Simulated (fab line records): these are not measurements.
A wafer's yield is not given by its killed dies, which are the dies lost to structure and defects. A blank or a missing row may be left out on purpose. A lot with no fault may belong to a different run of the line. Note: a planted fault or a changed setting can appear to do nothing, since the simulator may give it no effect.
Matching of chambers | flow n5 finfet | ald sin-01 running N5_ILD0_ALD_15: 4 sister chambers
The step deposits SiNx, target thk 24 nm, pulse time 1 s, ald cycles 480. 22 wafers are shown with their chamber, then 11 later ones without.

## WAFERS, EACH WITH ITS CHAMBER
wafer  | chamber | heater power w (W) | precursor pulse height rel | susceptor temp C (C)
L075.2 | 1       | 794                | 1.021                      | 399.82
L075.3 | 3       | 964                | 0.984                      | 399.74
L075.4 | 0       | 801                | 1.000                      | 400.10
L083.2 | 0       | 823                | 1.004                      | 400.47
L083.4 | 1       | 821                | 0.988                      | 399.74
L083.5 | 1       | 780                | 1.013                      | 400.35
L084.2 | 3       | 944                | 1.005                      | 399.74
L084.4 | 1       | 799                | 0.997                      | 399.91
L084.5 | 2       | 787                | 1.015                      | 399.66
L082.1 | 2       | 775                | 1.011                      | 400.09
L082.4 | 3       | 940                | 1.018                      | 399.85
L082.6 | 3       | 920                | 0.956                      | 400.15
L085.2 | 1       | 813                | 1.018                      | 400.06
L085.4 | 0       | 826                | 1.001                      | 400.28
L085.6 | 1       | 798                | 0.976                      | 400.36
L087.4 | 0       | 844                | 1.024                      | 399.63
L087.5 | 3       | 918                | 1.007                      | 400.00
L087.6 | 2       | 775                | 0.974                      | 400.08
L088.1 | 3       | 923                | 0.992                      | 400.09
L088.2 | 2       | 791                | 0.965                      | 399.93
L088.6 | 3       | 945                | 1.026                      | 400.35
L089.1 | 1       | 819                | 1.018                      | 399.91

SIGNATURES, as means of the wafers listed above
reading                    | chamber 0 | chamber 1 | chamber 2 | chamber 3 | scatter within a chamber
heater power w             | 823.50    | 803.43    | 782.00    | 936.29    | 15.2
precursor pulse height rel | 1.00725   | 1.00443   | 0.99125   | 0.99829   | 0.0204
susceptor temp C           | 400.1200  | 400.0214  | 399.9400  | 399.9886  | 0.257
Rule: for each reading, subtract the chamber's mean from the wafer's reading, divide by that reading's scatter and square the result; add these up over the readings and take the root, which gives the wafer's distance from the chamber. The wafer belongs to the nearest chamber; if the next one is less than 2 further off, it can't be placed. The scatter: the root of (the sum of the squares of (reading less its chamber's mean) over the shown wafers, divided by (wafers less chambers)).

## WAFERS WITH NO CHAMBER GIVEN
wafer  | heater power w (W) | precursor pulse height rel | susceptor temp C (C)
L089.3 | 783                | 1.017                      | 399.81
L089.5 | 820                | 1.004                      | 399.85
L090.2 | 817                | 1.002                      | 399.97
L090.3 | 803                | 1.029                      | 400.05
L090.4 | 841                | 1.006                      | 399.78
L094.1 | 837                | 1.008                      | 399.54
L094.2 | 930                | 1.010                      | 400.07
L094.5 | 816                | 1.014                      | 399.81
L096.1 | 796                | 0.985                      | 399.89
L096.3 | 786                | 0.977                      | 399.75
L096.5 | 812                | 0.986                      | 399.95

## WHICH CHAMBER EACH WENT THROUGH
wafer  | from the rows above          | in truth
L089.3 | can't be placed: 2 or 1 or 0 | 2
L089.5 | can't be placed: 0 or 1 or 2 | 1
L090.2 | can't be placed: 0 or 1 or 2 | 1
L090.3 | can't be placed: 1 or 0 or 2 | 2
L090.4 | can't be placed: 0 or 1      | 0
L094.1 | can't be placed: 0 or 1 or 2 | 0
L094.2 | 3                            | 3
L094.5 | can't be placed: 1 or 0 or 2 | 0
L096.1 | can't be placed: 2 or 1 or 0 | 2
L096.3 | can't be placed: 2 or 1      | 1
L096.5 | can't be placed: 1 or 0 or 2 | 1
Correctly placed: 1 of 11. Not placeable from these rows: 10 (in 10, the candidates include the true chamber). Placed wrongly: 0.
